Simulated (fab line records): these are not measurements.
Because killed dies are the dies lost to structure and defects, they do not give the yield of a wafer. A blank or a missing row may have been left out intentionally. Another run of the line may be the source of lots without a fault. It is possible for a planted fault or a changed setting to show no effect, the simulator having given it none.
Matching of chambers :: flow n5_finfet :: uv_cure-01 running N5_BEOL_M10_CURE_71: 3 sister chambers
The step cures SiCOH lowk, time 240 s. 20 wafers are shown with their chamber, then 10 later ones without.

== EACH WAFER AND ITS CHAMBER ==
wafer: L074.1
chamber: 2
wafer_temp_C_max: 386.0
lamp_power_pct (%): 52.28

wafer: L074.2
chamber: 2
wafer_temp_C_max: 386.0
lamp_power_pct (%): 52.31

wafer: L074.3
chamber: 2
wafer_temp_C_max: 386.4
lamp_power_pct (%): 52.31

wafer: L074.4
chamber: 2
wafer_temp_C_max: 386.2
lamp_power_pct (%): 52.35

wafer: L074.5
chamber: 2
wafer_temp_C_max: 386.0
lamp_power_pct (%): 52.40

wafer: L074.6
chamber: 2
wafer_temp_C_max: 386.5
lamp_power_pct (%): 52.26

wafer: L082.1
chamber: 2
wafer_temp_C_max: 386.2
lamp_power_pct (%): 52.32

wafer: L082.2
chamber: 2
wafer_temp_C_max: 385.8
lamp_power_pct (%): 52.36

wafer: L082.5
chamber: 2
wafer_temp_C_max: 386.4
lamp_power_pct (%): 52.21

wafer: L086.1
chamber: 1
wafer_temp_C_max: 387.1
lamp_power_pct (%): 52.27

wafer: L086.2
chamber: 1
wafer_temp_C_max: 388.1
lamp_power_pct (%): 52.33

wafer: L086.6
chamber: 1
wafer_temp_C_max: 387.3
lamp_power_pct (%): 52.32

wafer: L087.4
chamber: 1
wafer_temp_C_max: 387.5
lamp_power_pct (%): 52.39

wafer: L087.5
chamber: 1
wafer_temp_C_max: 386.8
lamp_power_pct (%): 52.39

wafer: L087.6
chamber: 1
wafer_temp_C_max: 387.3
lamp_power_pct (%): 52.33

wafer: L089.1
chamber: 0
wafer_temp_C_max: 387.0
lamp_power_pct (%): 52.25

wafer: L089.5
chamber: 0
wafer_temp_C_max: 387.0
lamp_power_pct (%): 52.36

wafer: L089.6
chamber: 0
wafer_temp_C_max: 386.2
lamp_power_pct (%): 52.39

wafer: L088.1
chamber: 2
wafer_temp_C_max: 386.7
lamp_power_pct (%): 52.31

wafer: L088.3
chamber: 2
wafer_temp_C_max: 386.4
lamp_power_pct (%): 52.26

SIGNATURES, as means of the wafers listed above
reading: wafer_temp_C_max
chamber 0: 386.733
chamber 1: 387.350
chamber 2: 386.236
scatter within a chamber: 0.352

reading: lamp_power_pct
chamber 0: 52.3333
chamber 1: 52.3383
chamber 2: 52.3064
scatter within a chamber: 0.0539
Rule: distance of a wafer from a chamber = root of the sum over the readings of ((wafer's reading minus chamber's mean) / reading's scatter) squared. The wafer belongs to the nearest chamber; if the next one is less than 2 further off, it can't be placed. How the scatter is found: for the shown wafers, subtract from each reading the mean of its chamber, square and add these, divide the total by (wafers less chambers), then take the root.

== WAFERS MISSING THEIR CHAMBER ==
wafer: L088.5
wafer_temp_C_max: 386.1
lamp_power_pct (%): 52.27

wafer: L096.2
wafer_temp_C_max: 386.4
lamp_power_pct (%): 52.28

wafer: L096.5
wafer_temp_C_max: 386.7
lamp_power_pct (%): 52.30

wafer: L096.6
wafer_temp_C_max: 386.2
lamp_power_pct (%): 52.35

wafer: L097.1
wafer_temp_C_max: 387.3
lamp_power_pct (%): 52.35

wafer: L097.3
wafer_temp_C_max: 387.6
lamp_power_pct (%): 52.33

wafer: L097.6
wafer_temp_C_max: 386.8
lamp_power_pct (%): 52.31

wafer: L095.2
wafer_temp_C_max: 385.9
lamp_power_pct (%): 52.44

wafer: L095.3
wafer_temp_C_max: 387.0
lamp_power_pct (%): 52.40

wafer: L095.6
wafer_temp_C_max: 386.3
lamp_power_pct (%): 52.27

== CHAMBER TAKEN BY EACH ==
wafer: L088.5
from the rows above: can't be placed: 2 or 0
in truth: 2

wafer: L096.2
from the rows above: can't be placed: 2 or 0
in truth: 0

wafer: L096.5
from the rows above: can't be placed: 0 or 2 or 1
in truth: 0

wafer: L096.6
from the rows above: can't be placed: 2 or 0
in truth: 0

wafer: L097.1
from the rows above: can't be placed: 1 or 0
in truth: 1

wafer: L097.3
from the rows above: can't be placed: 1 or 0
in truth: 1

wafer: L097.6
from the rows above: can't be placed: 0 or 2 or 1
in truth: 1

wafer: L095.2
from the rows above: can't be placed: 2 or 0 or 1
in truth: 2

wafer: L095.3
from the rows above: can't be placed: 0 or 1 or 2
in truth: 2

wafer: L095.6
from the rows above: can't be placed: 2 or 0
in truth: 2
Correct placement for 0 of the 10. Cannot be placed on the basis of these rows: 10; the candidates contain the true chamber in 10. Wrongly placed: 0.
